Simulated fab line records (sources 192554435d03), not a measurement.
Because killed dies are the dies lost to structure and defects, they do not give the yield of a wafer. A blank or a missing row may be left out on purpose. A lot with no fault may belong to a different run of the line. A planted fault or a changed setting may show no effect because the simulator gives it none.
8D (eight disciplines) problem report, filled in by code    flow n5 finfet    the parts of the form that need people (team, actions taken, sign-off) are left out

1. WHAT IS WRONG
raw defect count at N5_MOL_CONTACT_COAG_INSPECT_42 reads a mean of 670 on 6 wafers of 2 lots; wafers without a fault read 203 with a standard deviation of 59. That puts it +7.9 standard deviations away from the usual mean.
The step: inspects for defects (brightfield).
Seen first at day 8 01:47 on defect inspect-01, wafer L221.1. Wafers with a number at this step in the record: 24, from 8 lots. Rule for "out" (also "out of limits"): further than 4 standard deviations from the usual mean. All remaining wafers that have a number are taken as sound.

2. WHAT THIS IS AND IS NOT
question                     is                                    is not
which readings at this step  raw defect count                      -
which lots                   L221, L222                            L211, L215, L218, L220, L230, L232
which wafers of those lots   all that have a number                -
read on which gauges         defect inspect-01, defect inspect-02  -
when                         from day 8 01:47                      up to then (12 sound wafers); but 6 sound wafers of L230, L232 came after

3. SUSPECTS, AND WHAT RULES EACH OUT
Counting: any tool at a process step up to the reading is kept as a suspect provided that every lot that is out went through it and no sound lot did after the first of them.
- the gauge at N5_MOL_CONTACT_COAG_INSPECT_42: ruled out. The wafers that are out were read on 2 gauges (defect inspect-01, defect inspect-02).
- rie diel-06 at N5_MOL_CONTACT_COAG_VIA_ETCH_46 (etches SiO2 in C4F6/O2, target depth 46 nm, overetch 9.2 nm, time 40 s): kept. It ran every lot that is out, first L221 (day 8 01:02), and no sound lot after that; its last sound lot up to then is L218 (day 7 05:04).
Left after counting: rie diel-06 at N5_MOL_CONTACT_COAG_VIA_ETCH_46.

4. THE CAUSE (what the simulator had put in)
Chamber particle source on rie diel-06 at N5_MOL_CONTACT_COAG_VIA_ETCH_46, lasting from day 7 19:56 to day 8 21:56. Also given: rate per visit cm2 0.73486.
Counting left only this tool.

5. THE CHAIN OF EFFECTS, in route order
Rows list readings where the struck wafers' mean (over those with a number) sits beyond 3 standard deviations from the usual. Only readings for which the record gives a usual standard deviation are gone through. hours: the time from each lot's start at the first step in this table that gives one to its start at this step, as a median over the lots. sigmas: the change in usual standard deviations.
hours  step                            reading               usual   on struck wafers  change  sigmas
0      N5_MOL_CONTACT_COAG_INSPECT_42  raw defect count      203     670               +467    +7.9
167    N5_PASSIVATION_PROBE_49         defect limited yield  91.1 %  83.6              -7.5    -5.7
167    N5_PASSIVATION_PROBE_49         killed at contacts    14      110               +96     +17
167    N5_PASSIVATION_PROBE_49         killed dies           105     193               +88     +5.9
167    N5_PASSIVATION_PROBE_49         sort_bin_5_function   5.3 %   10.7              +5.4    +7.1
167    N5_PASSIVATION_PROBE_49         sort n pass           1075    987               -88     -5.9
167    N5_PASSIVATION_PROBE_49         sort yield pct        91.1 %  83.6              -7.5    -5.7
Here are the process steps it includes:
- N5_PASSIVATION_PROBE_49
Later measuring or inspecting steps at which every struck wafer that the step has a row for has a number for every such reading, and none has moved that far: N5_BEOL_M4_RC_MEAS_101.

6. HOW IT WOULD HAVE BEEN CAUGHT EARLIER
The first out-of-limits reading at a measuring or inspecting step in this record came at day 8 01:47, 6 hours after the fault's start at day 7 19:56.
Tool readings at N5_MOL_CONTACT_COAG_VIA_ETCH_46 with a usual standard deviation given in the record: none out on any struck wafer, hence no alarm at a limit of 4 standard deviations on them.
Among the 2 lots that are out, L222 began N5_MOL_CONTACT_COAG_VIA_ETCH_46 on rie diel-06 after day 8 01:47. Putting the tool on hold at that point would have spared it.
